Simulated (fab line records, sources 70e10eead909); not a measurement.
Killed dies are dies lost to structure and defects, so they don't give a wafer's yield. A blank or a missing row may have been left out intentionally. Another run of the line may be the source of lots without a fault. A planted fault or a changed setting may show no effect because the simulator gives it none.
Matching of chambers || flow nand-harc || 3 sister chambers for NHARC_A_M0_DEP_32 on pecvd-02
The step deposits SiCN, target thk 30 nm. 3 wafers are shown with their chamber, then 9 later ones without.

== WAFERS PAIRED WITH THEIR CHAMBERS ==
{"wafer": "L092.4", "chamber": 2, "showerhead-vpp-V (V)": 1294}
{"wafer": "L095.4", "chamber": 1, "showerhead-vpp-V (V)": 1379}
{"wafer": "L095.5", "chamber": 0, "showerhead-vpp-V (V)": 1223}

== WAFERS MISSING THEIR CHAMBER ==
{"wafer": "L094.2", "showerhead-vpp-V (V)": 1308}
{"wafer": "L094.5", "showerhead-vpp-V (V)": 1253}
{"wafer": "L094.6", "showerhead-vpp-V (V)": 1401}
{"wafer": "L093.1", "showerhead-vpp-V (V)": 1405}
{"wafer": "L093.5", "showerhead-vpp-V (V)": 1236}
{"wafer": "L093.6", "showerhead-vpp-V (V)": 1384}
{"wafer": "L097.1", "showerhead-vpp-V (V)": 1402}
{"wafer": "L097.2", "showerhead-vpp-V (V)": 1248}
{"wafer": "L097.6", "showerhead-vpp-V (V)": 1406}

== CHAMBER TAKEN BY EACH ==
{"wafer": "L094.2", "from the rows above": 2, "in truth": 2}
{"wafer": "L094.5", "from the rows above": "can't be placed: 0 or 2", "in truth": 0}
{"wafer": "L094.6", "from the rows above": 1, "in truth": 1}
{"wafer": "L093.1", "from the rows above": 1, "in truth": 1}
{"wafer": "L093.5", "from the rows above": 0, "in truth": 0}
{"wafer": "L093.6", "from the rows above": 1, "in truth": 1}
{"wafer": "L097.1", "from the rows above": 1, "in truth": 1}
{"wafer": "L097.2", "from the rows above": "can't be placed: 0 or 2", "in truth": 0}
{"wafer": "L097.6", "from the rows above": 1, "in truth": 1}
Placed correctly: 7 of 9. Can't be placed from these rows: 2 (the true chamber is among the candidates in 2). Number placed wrongly: 0.
How it was worked out, from the rows above alone: a wafer's distance from a chamber is the root of the sum, over the readings, of the square of ((its reading less the chamber's mean) divided by the reading's scatter). The wafer belongs to the nearest chamber; if the next one is less than 2 further off, it can't be placed. The mean given for a chamber averages the wafers shown for that chamber. The scatter (one wafer shown for each chamber): square how far every hidden wafer sits from the nearest shown wafer, average those squares and take the square root.
